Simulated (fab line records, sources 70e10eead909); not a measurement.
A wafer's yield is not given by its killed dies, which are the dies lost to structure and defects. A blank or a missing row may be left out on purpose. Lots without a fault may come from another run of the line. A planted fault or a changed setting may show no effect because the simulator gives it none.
Which tool did it? || flow nand_harc || 36 wafers from 12 lots sampled at 6 of the route's 1302 steps

WHAT THE GAUGES READ, wafer by wafer
NHARC_P_START_INSPECT_01.
{"lot": "L542", "measured": "day 1 20:02", "on": "defect_inspect-01", "raw_defect_count": "2 2 2"}
{"lot": "L544", "measured": "day 2 16:02", "on": "defect_inspect-01", "raw_defect_count": "4 1 6"}
{"lot": "L545", "measured": "day 3 02:02", "on": "defect_inspect-01", "raw_defect_count": "1 6 3"}
{"lot": "L546", "measured": "day 3 12:02", "on": "defect_inspect-02", "raw_defect_count": "2 4 4"}
{"lot": "L548", "measured": "day 4 08:02", "on": "defect_inspect-02", "raw_defect_count": "5 2 2"}
{"lot": "L549", "measured": "day 4 18:02", "on": "defect_inspect-01", "raw_defect_count": "2 6 2"}
{"lot": "L550", "measured": "day 5 04:02", "on": "defect_inspect-01", "raw_defect_count": "4 3 4"}
{"lot": "L559", "measured": "day 8 22:03", "on": "defect_inspect-01", "raw_defect_count": "3 3 4"}
{"lot": "L560", "measured": "day 9 08:02", "on": "defect_inspect-02", "raw_defect_count": "3 4 5"}
{"lot": "L561", "measured": "day 9 18:03", "on": "defect_inspect-01", "raw_defect_count": "3 4 1"}
{"lot": "L562", "measured": "day 10 04:02", "on": "defect_inspect-01", "raw_defect_count": "2 4 2"}
{"lot": "L564", "measured": "day 11 00:03", "on": "defect_inspect-01", "raw_defect_count": "5 2 3"}

NHARC_P_STI_CD_MEAS_16.
{"lot": "L542", "measured": "day 3 02:13", "on": "cd_sem-02", "cd_nm (nm)": "199.7 200.2 204.1"}
{"lot": "L544", "measured": "day 3 17:23", "on": "cd_sem-03", "cd_nm (nm)": "199.7 199.4 200.6"}
{"lot": "L545", "measured": "day 4 01:55", "on": "cd_sem-02", "cd_nm (nm)": "199.5 200.1 197.7"}
{"lot": "L546", "measured": "day 4 10:36", "on": "cd_sem-03", "cd_nm (nm)": "201.4 202.8 201.1"}
{"lot": "L548", "measured": "day 5 09:32", "on": "cd_sem-02", "cd_nm (nm)": "191.3 194.7 196.4"}
{"lot": "L549", "measured": "day 5 18:43", "on": "cd_sem-03", "cd_nm (nm)": "200.7 206.5 197.4"}
{"lot": "L550", "measured": "day 6 05:46", "on": "cd_sem-01", "cd_nm (nm)": "199.9 199.3 197.1"}
{"lot": "L559", "measured": "day 9 21:12", "on": "cd_sem-01", "cd_nm (nm)": "197.1 204.6 200.5"}
{"lot": "L560", "measured": "day 10 07:16", "on": "cd_sem-01", "cd_nm (nm)": "198.0 192.8 195.8"}
{"lot": "L561", "measured": "day 10 17:20", "on": "cd_sem-01", "cd_nm (nm)": "201.0 202.8 200.9"}
{"lot": "L562", "measured": "day 11 02:52", "on": "cd_sem-01", "cd_nm (nm)": "195.8 199.5 196.3"}
{"lot": "L564", "measured": "day 12 01:51", "on": "cd_sem-03", "cd_nm (nm)": "200.9 201.8 199.5"}

NHARC_P_GATE_CD_MEAS_11: target cd 1640 nm.
{"lot": "L542", "measured": "day 4 14:55", "on": "cd_sem-01", "cd_nm (nm)": "1637.4 1636.6 1636.9"}
{"lot": "L544", "measured": "day 5 07:22", "on": "cd_sem-01", "cd_nm (nm)": "1634.6 1639.8 1637.1"}
{"lot": "L545", "measured": "day 5 16:01", "on": "cd_sem-01", "cd_nm (nm)": "1638.3 1637.3 1637.5"}
{"lot": "L546", "measured": "day 5 20:57", "on": "cd_sem-02", "cd_nm (nm)": "1640.0 1639.5 1639.8"}
{"lot": "L548", "measured": "day 7 02:59", "on": "cd_sem-01", "cd_nm (nm)": "1640.8 1639.1 1639.1"}
{"lot": "L549", "measured": "day 7 07:46", "on": "cd_sem-03", "cd_nm (nm)": "1637.7 1636.2 1637.2"}
{"lot": "L550", "measured": "day 7 17:37", "on": "cd_sem-01", "cd_nm (nm)": "- - -"}
{"lot": "L559", "measured": "day 11 06:59", "on": "cd_sem-02", "cd_nm (nm)": "1638.7 1638.5 1638.3"}
{"lot": "L560", "measured": "day 11 20:29", "on": "cd_sem-03", "cd_nm (nm)": "1637.1 1635.6 1636.2"}
{"lot": "L561", "measured": "day 12 09:18", "on": "cd_sem-03", "cd_nm (nm)": "1640.2 1637.6 1639.8"}
{"lot": "L562", "measured": "day 12 15:58", "on": "cd_sem-01", "cd_nm (nm)": "1638.7 1638.6 1638.2"}
{"lot": "L564", "measured": "day 13 19:22", "on": "cd_sem-03", "cd_nm (nm)": "1641.0 1637.9 1642.3"}

NHARC_END_SORT_01.
{"lot": "L550", "measured": "day 27 11:43", "on": "prober-01", "killed_at_array": "77 71 92", "killed_at_other": "1 0 0", "killed_at_periphery": "599 606 585", "killed_dies": "677 677 677", "killed_open": "1 7 2", "killed_short": "1 2 1"}

TOOL THAT RAN EACH LOT (tool first, then ch and the chambers of the sampled wafers, then the start)
{"lot": "L542", "NHARC_P_ZERO_WELL_ETCH_65": "rie_diel-03 ch 0,1, day 1 21:24", "NHARC_P_GATE_EXPOSE_08": "krf_scanner-03 ch 0, day 4 14:46"}
{"lot": "L544", "NHARC_P_ZERO_WELL_ETCH_65": "rie_diel-03 ch 0,1, day 2 17:34", "NHARC_P_GATE_EXPOSE_08": "krf_scanner-02 ch 0, day 5 07:13"}
{"lot": "L545", "NHARC_P_ZERO_WELL_ETCH_65": "rie_diel-11 ch 0,1,2, day 3 03:29", "NHARC_P_GATE_EXPOSE_08": "krf_scanner-02 ch 0, day 5 15:51"}
{"lot": "L546", "NHARC_P_ZERO_WELL_ETCH_65": "rie_diel-11 ch 0,2,3, day 3 13:23", "NHARC_P_GATE_EXPOSE_08": "krf_scanner-01 ch 0, day 5 20:47"}
{"lot": "L548", "NHARC_P_ZERO_WELL_ETCH_65": "rie_diel-03 ch 2,3, day 4 09:29", "NHARC_P_GATE_EXPOSE_08": "krf_scanner-03 ch 0, day 7 02:50"}
{"lot": "L549", "NHARC_P_ZERO_WELL_ETCH_65": "rie_diel-03 ch 0,1,3, day 4 19:30", "NHARC_P_GATE_EXPOSE_08": "krf_scanner-01 ch 0, day 7 07:37"}
{"lot": "L550", "NHARC_P_ZERO_WELL_ETCH_65": "rie_diel-11 ch 1,2,3, day 5 05:38", "NHARC_P_GATE_EXPOSE_08": "krf_scanner-03 ch 0, day 7 17:27"}
{"lot": "L559", "NHARC_P_ZERO_WELL_ETCH_65": "rie_diel-11 ch 0,2,3, day 8 23:42", "NHARC_P_GATE_EXPOSE_08": "krf_scanner-02 ch 0, day 11 06:50"}
{"lot": "L560", "NHARC_P_ZERO_WELL_ETCH_65": "rie_diel-13 ch 0,1, day 9 09:29", "NHARC_P_GATE_EXPOSE_08": "krf_scanner-02 ch 0, day 11 20:20"}
{"lot": "L561", "NHARC_P_ZERO_WELL_ETCH_65": "rie_diel-03 ch 0,2,3, day 9 19:31", "NHARC_P_GATE_EXPOSE_08": "krf_scanner-01 ch 0, day 12 09:10"}
{"lot": "L562", "NHARC_P_ZERO_WELL_ETCH_65": "rie_diel-13 ch 0,1,2, day 10 05:29", "NHARC_P_GATE_EXPOSE_08": "krf_scanner-03 ch 0, day 12 15:49"}
{"lot": "L564", "NHARC_P_ZERO_WELL_ETCH_65": "rie_diel-13 ch 0,1,3, day 11 01:31", "NHARC_P_GATE_EXPOSE_08": "krf_scanner-02 ch 0, day 13 19:13"}
- NHARC_P_ZERO_WELL_ETCH_65: etches the open film in N2/H2, target depth 80 nm, overetch 24 nm, time 87.88 s.
- NHARC_P_GATE_EXPOSE_08: exposes mask P HV.

WHAT THE TOOLS THEMSELVES READ (means of the sampled wafers that have a number; where no wafer has one, the mark that the record gives instead)
NHARC_P_ZERO_WELL_ETCH_65.
{"lot": "L542", "tool": "rie_diel-03", "drypump_motor_current_A (A)": 5.6, "n2_flow_sccm (sccm)": 150.2, "oes_product_au (a.u.)": 0.995, "rf_fwd_power_W (W)": 398.7, "rf_vpp_V (V)": 429.8, "showerhead_plenum_p_Torr (Torr)": 1.99, "throttle_valve_pct (%)": 14.182}
{"lot": "L544", "tool": "rie_diel-03", "drypump_motor_current_A (A)": 5.4, "n2_flow_sccm (sccm)": 150.3, "oes_product_au (a.u.)": 0.996, "rf_fwd_power_W (W)": 397.9, "rf_vpp_V (V)": 428.4, "showerhead_plenum_p_Torr (Torr)": 1.99, "throttle_valve_pct (%)": 14.178}
{"lot": "L545", "tool": "rie_diel-11", "drypump_motor_current_A (A)": 5.9, "n2_flow_sccm (sccm)": 149.7, "oes_product_au (a.u.)": 1.003, "rf_fwd_power_W (W)": 396.5, "rf_vpp_V (V)": 431.1, "showerhead_plenum_p_Torr (Torr)": 2.05, "throttle_valve_pct (%)": 14.168}
{"lot": "L546", "tool": "rie_diel-11", "drypump_motor_current_A (A)": 5.8, "n2_flow_sccm (sccm)": 150.1, "oes_product_au (a.u.)": 0.994, "rf_fwd_power_W (W)": 397.4, "rf_vpp_V (V)": 429.3, "showerhead_plenum_p_Torr (Torr)": 1.98, "throttle_valve_pct (%)": 14.175}
{"lot": "L548", "tool": "rie_diel-03", "drypump_motor_current_A (A)": 5.9, "n2_flow_sccm (sccm)": 149.8, "oes_product_au (a.u.)": 0.989, "rf_fwd_power_W (W)": 396.1, "rf_vpp_V (V)": 429.8, "showerhead_plenum_p_Torr (Torr)": 2.01, "throttle_valve_pct (%)": 14.169}
{"lot": "L549", "tool": "rie_diel-03", "drypump_motor_current_A (A)": 5.6, "n2_flow_sccm (sccm)": 150.0, "oes_product_au (a.u.)": 0.995, "rf_fwd_power_W (W)": 396.0, "rf_vpp_V (V)": 428.8, "showerhead_plenum_p_Torr (Torr)": 1.97, "throttle_valve_pct (%)": 14.168}
{"lot": "L550", "tool": "rie_diel-11", "drypump_motor_current_A (A)": 5.6, "n2_flow_sccm (sccm)": 149.9, "oes_product_au (a.u.)": 0.995, "rf_fwd_power_W (W)": 395.6, "rf_vpp_V (V)": 430.8, "showerhead_plenum_p_Torr (Torr)": 2.07, "throttle_valve_pct (%)": 14.164}
{"lot": "L559", "tool": "rie_diel-11", "drypump_motor_current_A (A)": 5.8, "n2_flow_sccm (sccm)": 149.9, "oes_product_au (a.u.)": 0.996, "rf_fwd_power_W (W)": 396.4, "rf_vpp_V (V)": 428.6, "showerhead_plenum_p_Torr (Torr)": 1.97, "throttle_valve_pct (%)": 14.165}
{"lot": "L560", "tool": "rie_diel-13", "drypump_motor_current_A (A)": 5.5, "n2_flow_sccm (sccm)": 150.1, "oes_product_au (a.u.)": 0.995, "rf_fwd_power_W (W)": 397.9, "rf_vpp_V (V)": 431.4, "showerhead_plenum_p_Torr (Torr)": 2.06, "throttle_valve_pct (%)": 14.170}
{"lot": "L561", "tool": "rie_diel-03", "drypump_motor_current_A (A)": 5.9, "n2_flow_sccm (sccm)": 150.0, "oes_product_au (a.u.)": 1.003, "rf_fwd_power_W (W)": 396.5, "rf_vpp_V (V)": 429.4, "showerhead_plenum_p_Torr (Torr)": 2.01, "throttle_valve_pct (%)": 14.171}
{"lot": "L562", "tool": "rie_diel-13", "drypump_motor_current_A (A)": 5.4, "n2_flow_sccm (sccm)": 149.8, "oes_product_au (a.u.)": 0.997, "rf_fwd_power_W (W)": 397.6, "rf_vpp_V (V)": 430.9, "showerhead_plenum_p_Torr (Torr)": 2.06, "throttle_valve_pct (%)": 14.173}
{"lot": "L564", "tool": "rie_diel-13", "drypump_motor_current_A (A)": 5.6, "n2_flow_sccm (sccm)": 150.2, "oes_product_au (a.u.)": 1.000, "rf_fwd_power_W (W)": 398.2, "rf_vpp_V (V)": 431.2, "showerhead_plenum_p_Torr (Torr)": 2.05, "throttle_valve_pct (%)": 14.174}

THE ANSWER, worked out from the rows above alone
Rule: the lots themselves supply what counts as usual. The widest of any qualifying gaps counts: lots, ordered by their means at a reading, are off when they make up no more than a third of the lots, leave a main group of 4 or more, and stand apart from it by 3 or more times the standard deviation of that group's means. Not used: any main group whose means are identical at the precision the tables above print for the reading. Also off: a lot with no number at a reading for which 4 or more lots have one. The other lots that the step has rows for count as sound. First the gauges in route order, then the tools' own readings, where a lot's mean is used as printed above. At the first step where some lot is off, the reading lying furthest off is the one used; lots without a number count as furthest.
Off: L550 (NHARC_P_GATE_CD_MEAS_11, cd_nm). Without a number there: L550. For the main group the mean is 1638.3 nm and the standard deviation 1.3.
A tool fits if, at a process step before that reading, it ran every lot that is off, and no sound lot after the first of them. The gauges at NHARC_P_GATE_CD_MEAS_11 are tried like those tools. None of those tried fits.

WHAT HAD BEEN PUT IN BY THE SIMULATOR
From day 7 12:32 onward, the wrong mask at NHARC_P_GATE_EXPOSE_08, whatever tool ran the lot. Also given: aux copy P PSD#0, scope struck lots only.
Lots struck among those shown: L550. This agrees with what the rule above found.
